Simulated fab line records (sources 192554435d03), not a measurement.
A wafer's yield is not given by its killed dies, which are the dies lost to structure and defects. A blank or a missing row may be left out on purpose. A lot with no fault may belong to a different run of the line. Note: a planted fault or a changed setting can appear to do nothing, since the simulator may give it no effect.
Split-lot experiment | flow n5 finfet | route with 1938 steps; 7 lots, 21 wafers read

== THE SPLIT ITSELF ==
At N5_BEOL_M5_EXPOSE_08 (exposes mask M5, target cd 28 nm), the setting dose mj was moved away from the recipe's 35.75 on 9 of the 21 wafers read, by -4.3% to +4.9%. The other wafers ran this setting at the recipe's value.

== FROM THE SPLIT TO THE READING: what the file shows between them, 20 steps ==
- N5_BEOL_M5_PEB_09: peb time 60 s
- N5_BEOL_M5_DEVELOP_10: develop time 30 s
- N5_BEOL_M5_CD_MEAS_11: target cd 27.74 nm
- N5_BEOL_M5_DESCUM_16: chemistry O2, time 7 s
- N5_BEOL_M5_ETCH_72: etches underlayer in N2/H2, target depth 6.5 nm, time 5.2 s
- N5_BEOL_M5_ETCH_61: etches SiARC in CF4, target depth 15.6 nm, time 26 s
- N5_BEOL_M5_ETCH_62: etches SOC in N2/H2, target depth 75 nm, overetch 15 nm, time 112.5 s
- N5_BEOL_M5_STRIP_63: strips in N2/H2
- N5_BEOL_M5_STRIP_73: strips in N2/H2
- N5_BEOL_M5_STRIP_64: strips in CF4
- N5_BEOL_M5_HM_OPEN_17: chemistry Cl2/BCl3, target TiN, target depth 20 nm, overetch 6 nm
- N5_BEOL_M5_STRIP_19: strips in O2
- N5_BEOL_M5_CD_MEAS_18: pitch 56 nm, target cd 28 nm
- N5_BEOL_M5_COAT_65: time 60 s, resist thk 60 nm
- N5_BEOL_M5_COAT_66: time 60 s, resist thk 12 nm
- N5_BEOL_M5_STRIP_91: strips in N2/H2, time 10 s
- N5_BEOL_M5_HM_STRIP_39: strips TiN in peroxide tin strip, target depth 25 nm, time 158 s
- N5_BEOL_M5_SRD_40: time 30 s
- N5_BEOL_M5_PRECLEAN_42: cleans in residue remover, time 60 s
- N5_BEOL_M5_SRD_43: time 30 s

== THE READING ==
cd nm, in nm, at N5_BEOL_M5_CD_MEAS_35 (target cd 28 nm, target cd y 24 nm). On this fab line, fault-free wafers typically give 27.9 nm with a standard deviation of 0.38 nm.

wafer  | tool, chamber at the split | dose mj as run | against the recipe | cd nm, nm | against lot-mates on the recipe
L074.2 | euv scanner-02, 0          | 35.75          | recipe             | 28.0      | -
L074.4 | euv scanner-02, 0          | 35.75          | recipe             | 28.3      | -
L074.6 | euv scanner-02, 0          | 35.75          | recipe             | 27.8      | -
L080.2 | euv scanner-02, 0          | 34.26          | -4.2%              | 26.5      | -1.9
L080.5 | euv scanner-02, 0          | 34.26          | -4.2%              | 27.0      | -1.4
L080.6 | euv scanner-02, 0          | 35.75          | recipe             | 28.4      | -
L081.1 | euv scanner-02, 0          | 37.25          | +4.2%              | 28.6      | +0.8
L081.3 | euv scanner-02, 0          | 37.25          | +4.2%              | 28.2      | +0.4
L081.5 | euv scanner-02, 0          | 35.75          | recipe             | 27.8      | -
L084.2 | euv scanner-02, 0          | 35.75          | recipe             | 28.0      | -
L084.3 | euv scanner-02, 0          | 35.75          | recipe             | 27.2      | -
L084.4 | euv scanner-02, 0          | 37.51          | +4.9%              | 28.6      | +1.0
L085.1 | euv scanner-02, 0          | 35.75          | recipe             | 28.4      | -
L085.2 | euv scanner-02, 0          | 34.2           | -4.3%              | 27.2      | -1.2
L085.3 | euv scanner-02, 0          | 34.2           | -4.3%              | 26.6      | -1.8
L089.1 | euv scanner-01, 0          | 37.38          | +4.6%              | 28.7      | +1.1
L089.4 | euv scanner-01, 0          | 35.75          | recipe             | 27.6      | -
L089.6 | euv scanner-01, 0          | 37.38          | +4.6%              | 29.0      | +1.4
L094.1 | euv scanner-02, 0          | 35.75          | recipe             | 27.5      | -
L094.2 | euv scanner-02, 0          | 35.75          | recipe             | 28.1      | -
L094.6 | euv scanner-02, 0          | 35.75          | recipe             | 27.8      | -

FIT RESULTS
A straight line over all 21 wafers: cd nm changes by +0.202 nm for each +1% of dose mj; r = +0.87; the points scatter about the line by 0.35 nm.
The same after taking each lot's own level away (the mean of its wafers on the recipe; 21 wafers): +0.282 nm for each +1%; r = +0.93; scatter 0.33 nm.
That fit puts the effect of the largest move of dose mj on the reading at 1.4 nm.
The span of the lots' own levels, 27.60 to 28.40 nm, comes to 2.1 times the standard deviation stated above.
So the slope is not independent of the lot-to-lot level: the two fits are not the same.
Check: with one of the wafers moved furthest among these (+4.9%) left out of the fit, the line predicts +1.29 nm for it against its lot-mates. It came out at +1 nm against them.

== FURTHER SPLITS ON THESE WAFERS ==
Other splits were also applied to these wafers ahead of the reading. Each is held against what the fit with the lots' levels taken away leaves over:
other split on the same wafers | wafers away from the commonest value | r with cd nm (lot level and that fit taken away)
N5_BEOL_M4_COAT_68 spin rpm    | 8                                    | -0.14
N5_BEOL_M5_PECVD_70 temp c     | 5                                    | -0.39

== THE WHOLE CHAIN: every reading that the file lists as answering this split, in the file's order ==
step                  | what it does                                                          | reading                                                        | change (the file's fit)               | r (the file's)
N5_BEOL_M5_CD_MEAS_11 | target cd 27.74 nm                                                    | cd nm                                                          | +0.247 nm for each +1% of the setting | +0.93
N5_BEOL_M5_DESCUM_16  | chemistry O2, time 7 s                                                | BEOL_M5.cd nm (the simulator's own value, which no gauge read) | +0.239 nm for each +1% of the setting | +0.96
N5_BEOL_M5_ETCH_72    | etches underlayer in N2/H2, target depth 6.5 nm, time 5.2 s           | BEOL_M5.cd nm (the simulator's own value, which no gauge read) | +0.252 nm for each +1% of the setting | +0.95
N5_BEOL_M5_ETCH_62    | etches SOC in N2/H2, target depth 75 nm, overetch 15 nm, time 112.5 s | BEOL_M5.cd nm (the simulator's own value, which no gauge read) | +0.272 nm for each +1% of the setting | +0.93
N5_BEOL_M5_HM_OPEN_17 | chemistry Cl2/BCl3, target TiN, target depth 20 nm, overetch 6 nm     | BEOL_M5.cd nm (the simulator's own value, which no gauge read) | +0.258 nm for each +1% of the setting | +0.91
N5_BEOL_M5_CD_MEAS_18 | pitch 56 nm, target cd 28 nm                                          | cd nm                                                          | +0.311 nm for each +1% of the setting | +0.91
N5_BEOL_M5_CD_MEAS_35 | target cd 28 nm, target cd y 24 nm                                    | cd nm                                                          | +0.27 nm for each +1% of the setting  | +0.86

== FILE'S OWN FIT ==
cd nm changes by +0.27 nm for each +1% of dose mj, r = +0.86.
